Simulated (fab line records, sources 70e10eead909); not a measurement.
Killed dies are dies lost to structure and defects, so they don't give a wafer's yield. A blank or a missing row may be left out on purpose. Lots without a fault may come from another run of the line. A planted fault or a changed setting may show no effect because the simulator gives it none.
fab line records | flow nand_harc | part 2 of 2: steps 26 to 33 of 33
record lots=5 wafers=15 last_day=24
route steps=1159 shown P_GATE@125
lots that met no fault: from a run of the same line without faults
start_h: hours from the record's first day to the start of the lot's first wafer shown | wait_h: hours since the lot's step before | " the same as in the row above | L1.1+2: a row that stands for several wafers | - no value, or no start given | * or withheld: withheld | < > ~ a bound
route shown NAME@n: a module of which the file shows steps, and the number in the route of the first | usual: mean/standard deviation of fault-free wafers | same: alike in all rows | chamber/n: place in a boat | sites: the reading at each site | _std_site: their standard deviation | _edge_site: outer sites' mean less inner sites' | radius_mm: how far each site lies from the wafer's centre | mask NAME#n: copy n | behind: the tool/chamber that last shaped the wafer | hold: why the lot was held/for how many hours/how that ended | device: the transistor (n, p or np) that didn't switch | end of line: the same wafers' tests at the end of the route | a step without rows: its recipe alone | killed: dies lost to structure and defects at the first sort, not the wafer's yield | map: a wafer's dies, x killed, . not, _ none there
set.NAME: the setting as run; set.NAME@STEP: as run at that earlier step | model.NAME: the simulator's own value behind a step, which no gauge read
lots at some steps of the route; a table a step, a row a wafer
services: from which hour (start_h, from the record's first day; less than 0 if before it) a tool's chamber was out of use, for how many hours, and why
## steps
# step NHARC_P_GATE_STRIP_108
# recipe o2_flow_sccm=500 ar_flow_sccm=0 bias_w=0 chemistry=O2
# usual drypump_motor_current_A=5.8/0.49 oes_product_au=0.999/0.011 rf_vpp_V=58.1/0.81 showerhead_plenum_p_Torr=3.63/0.12 throttle_valve_pct=17.036/0.0088
# same bias_w=0
# columns lot.wafer tool chamber start_h wait_h drypump_motor_current_A oes_product_au rf_hours_counter_h rf_vpp_V showerhead_plenum_p_Torr throttle_valve_pct
L082.4 rie_diel-12 1 138.43 - 6.2 0.991 17 57.6 3.67 17.025
L082.2 " 3 " " 5.2 0.990 19 57.5 3.71 17.024
L082.5 " 1 " " 6.2 0.978 - 57.9 3.67 17.034
L085.2 rie_diel-12 1 167.42 - 6.2 0.984 22 57.7 3.66 17.035
L085.4 " 3 " " 5.2 0.993 24 57.4 3.71 17.041
L085.6 " 2 " " 6.3 1.011 - 57.7 3.77 17.032
L088.1 rie_diel-12 3 174.97 - 5.3 1.000 25 58.1 3.71 17.031
L088.2 " 0 " " 5.3 1.001 23 57.5 3.51 17.047
L088.5 " 0 " " 5.4 0.998 - 57.8 3.51 17.032
L094.4 rie_diel-09 2 207.10 - 5.4 1.015 42 58.7 3.67 17.026
L094.3 " 0 " " 5.8 1.000 47 57.7 3.33 17.039
L094.6 " 2 " " 5.4 1.025 - 59.5 3.67 17.033
L096.2 rie_diel-12 2 214.73 - 6.3 0.994 2 58.6 3.76 17.031
L096.4 " 3 " " 5.3 1.007 1 58.4 3.70 17.029
L096.6 " 0 " " 5.4 1.011 - 56.6 3.51 17.054
# step NHARC_P_GATE_CD_MEAS_33
# usual cd_nm=121.3/2.5
# columns lot.wafer tool chamber start_h wait_h cd_nm
L082.2 cd_sem-01 - 138.61 - 124.5
L082.4 " - " " 121.4
L082.5 " - " " 121.9
L085.2 cd_sem-01 - 167.60 - 118.1
L085.4 " - " " 118.0
L085.6 " - " " 122.6
L088.1 cd_sem-02 - 175.14 - 119.9
L088.2 " - " " 118.0
L088.5 " - " " 122.4
L094.3 cd_sem-02 - 207.28 - 122.8
L094.4 " - " " 121.6
L094.6 " - " " 126.4
L096.2 cd_sem-01 - 214.88 - 119.9
L096.4 " - " " 118.0
L096.6 " - " " 121.4
# step NHARC_P_GATE_STRIP_35
# recipe time_s=600 temp_c=130 chemistry=SPM
# usual bath_guard_temp_C=129.9/0.38
# columns lot.wafer tool chamber start_h wait_h bath_guard_temp_C
L082.5 wet_bench-06 4 138.69 0.1 130.7
L082.4 " 5 " " 130.5
L082.2 " 7 " " 129.8
L085.6 wet_bench-02 3 167.69 0.1 129.9
L085.2 " 6 " " 129.8
L085.4 " 7 " " 129.2
L088.1 wet_bench-02 4 175.24 0.1 130.0
L088.5 " 6 " " 129.6
L088.2 " 1 " " 129.9
L094.6 wet_bench-06 0 207.35 0.1 130.5
L094.4 " 1 " " 130.2
L094.3 " 2 " " 129.8
L096.2 wet_bench-02 5 214.96 0.1 130.5
L096.4 " 7 " " 129.3
L096.6 " 1 " " 130.5
# step NHARC_P_GATE_PRECLEAN_73
# recipe time_s=* temp_c=50 bath_age_min=0 chemistry=SC1
# usual bath_guard_temp_C=49.9/0.38
# columns lot.wafer tool chamber start_h wait_h bath_guard_temp_C
L082.5 wet_bench-06 4 - - 50.3
L082.4 " 5 " " 50.4
L082.2 " 7 " " 49.5
L085.6 wet_bench-02 3 - - 50.1
L085.2 " 6 " " 49.8
L085.4 " 7 " " 48.9
L088.1 wet_bench-02 4 - - 49.9
L088.5 " 6 " " 49.9
L088.2 " 1 " " 50.2
L094.6 wet_bench-06 0 - - 49.9
L094.4 " 1 " " 50.3
L094.3 " 2 " " 49.9
L096.2 wet_bench-02 5 - - 50.7
L096.4 " 7 " " 49.3
L096.6 " 1 " " 50.0
# step NHARC_P_GATE_SRD_74
# columns lot.wafer tool chamber start_h wait_h
L082.5+4+2 wet_bench-06 4,5,7 - -
L085.6+2+4 wet_bench-02 3,6,7 - -
L088.1+5+2 wet_bench-02 4,6,1 - -
L094.6+4+3 wet_bench-06 0,1,2 - -
L096.2+4+6 wet_bench-02 5,7,1 - -
# step NHARC_P_GATE_ALD_36
# recipe target_thk_a=200 pulse_time_s=60 ald_cycles=223 temp_c=400 material=SiNx
# usual heater_power_w=878/81 precursor_pulse_height_rel=1.000/0.019 susceptor_temp_C=399.98/0.24
# columns lot.wafer tool chamber start_h wait_h heater_power_w precursor_pulse_height_rel susceptor_temp_C
L082.2 ald_sin-02 3 141.17 - 782 1.008 400.05
L082.4 " 0 142.22 - 994 1.008 399.99
L082.5 " 2 144.32 - 904 1.001 400.17
L085.2 ald_sin-04 1 174.11 - 868 0.998 399.82
L085.4 " 2 175.16 - 897 1.036 400.13
L085.6 " 1 178.32 - 861 1.020 399.74
L088.1 ald_sin-02 2 176.67 - 899 1.005 399.95
L088.2 " 0 178.76 - 980 0.976 399.97
L088.5 " 2 180.86 - 906 1.001 400.10
L094.4 ald_sin-04 0 209.82 - 741 1.006 399.83
L094.3 " 1 210.86 - 812 0.974 400.04
L094.6 " 3 212.95 - 783 1.026 400.01
L096.2 ald_sin-01 1 217.48 - 1062 0.981 400.00
L096.4 " 2 218.55 - 901 1.036 400.22
L096.6 " 0 220.68 - 888 1.005 400.09
# step NHARC_P_GATE_ETCHBACK_37
# recipe target_depth_a=345 time_s=17.2 chf3_flow_sccm=50 o2_flow_sccm=10 ar_flow_sccm=200 rf_w=500 bias_w=200 chemistry=CHF3/O2
# usual bias_w=200.0/0.58 chf3_flow_sccm=50.02/0.16 drypump_motor_current_A=5.8/0.47 oes_product_au=0.95/0.037 rf_vpp_V=371.8/2.3 showerhead_plenum_p_Torr=2.45/0.098 throttle_valve_pct=20.573/0.0091
# columns lot.wafer tool chamber start_h wait_h bias_w chf3_flow_sccm drypump_motor_current_A oes_product_au rf_hours_counter_h rf_vpp_V showerhead_plenum_p_Torr throttle_valve_pct
L082.4 rie_diel-12 0 - - 199.8 50.11 5.4 0.93 19 370.6 2.39 20.572
L082.2 " 2 " " 200.2 50.14 6.3 0.94 19 374.5 2.57 20.588
L082.5 " 1 " " 200.1 50.00 6.2 0.91 - 372.1 2.50 20.572
L085.4 rie_diel-12 2 - - 200.8 50.06 6.3 0.92 25 374.0 2.57 20.579
L085.2 " 3 " " 199.6 49.73 5.2 0.92 27 372.8 2.53 20.567
L085.6 " 2 " " 200.3 49.90 6.3 0.94 - 376.6 2.57 20.571
L088.1 rie_diel-09 1 - - 200.1 50.26 6.8 0.98 34 371.5 2.40 20.582
L088.2 " 0 " " 199.9 49.96 5.8 0.98 39 365.5 2.27 20.574
L088.5 " 1 " " 200.0 50.42 6.8 0.99 - 369.9 2.40 20.568
L094.3 rie_diel-12 2 - - 199.8 50.12 6.3 1.00 2 374.5 2.57 20.576
L094.4 " 3 " " 200.5 50.29 5.3 1.00 2 372.1 2.52 20.585
L094.6 " 0 " " 200.7 49.98 5.3 1.00 - 370.7 2.38 20.568
L096.2 rie_diel-12 1 - - 199.1 49.98 6.2 0.93 2 373.0 2.49 20.576
L096.4 " 3 " " 200.1 50.06 5.3 0.93 2 375.2 2.52 20.598
L096.6 " 2 " " 200.0 49.78 6.3 0.92 - 375.0 2.57 20.575
# step NHARC_P_GATE_STRIP_101
# recipe time_s=20 o2_flow_sccm=500 ar_flow_sccm=0 bias_w=0 chemistry=O2
# usual drypump_motor_current_A=5.8/0.47 oes_product_au=0.999/0.0099 rf_vpp_V=58.0/0.82 showerhead_plenum_p_Torr=3.61/0.13 throttle_valve_pct=17.036/0.0086
# same bias_w=0
# columns lot.wafer tool chamber start_h wait_h drypump_motor_current_A oes_product_au rf_hours_counter_h rf_vpp_V showerhead_plenum_p_Torr throttle_valve_pct
L082.2 rie_diel-12 1 148.64 0.1 6.2 0.998 19 58.4 3.66 17.037
L082.4 " 3 " " 5.2 1.007 21 58.2 3.71 17.033
L082.5 " 0 " " 5.4 1.003 - 57.1 3.51 17.041
L085.4 rie_diel-12 1 182.92 0.4 6.2 1.005 25 59.0 3.66 17.029
L085.2 " 2 " " 6.3 1.018 25 58.8 3.77 17.045
L085.6 " 1 " " 6.2 1.003 - 57.7 3.66 17.040
L088.1 rie_diel-09 2 185.20 0.1 5.4 1.003 34 58.3 3.67 17.036
L088.2 " 0 " " 5.8 0.981 39 56.9 3.33 17.036
L088.5 " 2 " " 5.4 1.006 - 57.4 3.67 17.033
L094.3 rie_diel-12 1 217.26 0.1 6.2 0.998 2 58.5 3.66 17.039
L094.4 " 2 " " 6.3 1.006 2 58.2 3.76 17.039
L094.6 " 2 " " 6.3 1.005 - 58.2 3.76 17.041
L096.2 rie_diel-12 3 225.02 0.1 5.3 1.010 2 58.5 3.70 17.046
L096.4 " 0 " " 5.4 1.004 2 59.2 3.50 17.037
L096.6 " 0 " " 5.4 1.002 - 57.3 3.50 17.039
## services
# columns tool chamber start_h hours kind
rie_diel-12 2 101.17 3.5 repair
pecvd-01 - 107.77 2.6 repair
rie_diel-12 0 107.93 - clean
rie_diel-12 1 107.93 - clean
rie_diel-12 2 107.93 - clean
pecvd-03 - 111.06 13.0 pm
rie_diel-12 0 112.39 14.9 repair
acl_dep-01 - 112.45 13.0 pm
litho_track-06 - 117.00 7.0 pm
pecvd-03 - 129.03 1.9 repair
wet_bench-06 - 129.60 8.0 pm
arfi_scanner-03 - 140.00 4.0 pm
litho_track-04 - 141.00 7.0 pm
ald_sin-02 0 146.93 9.0 repair
rie_diel-13 - 154.72 0.8 repair
rie_si-02 1 158.72 12.0 repair
ald_sin-01 3 161.29 5.1 repair
acl_dep-02 - 170.28 13.0 pm
lpcvd_poly-04 - 186.71 10.4 repair
furnace-06 - 198.83 26.0 pm
rie_diel-13 0 199.13 4.1 repair
rie_diel-12 - 202.40 9.0 pm
rie_si-02 - 211.00 9.0 pm
arfi_scanner-03 - 216.79 1.1 repair
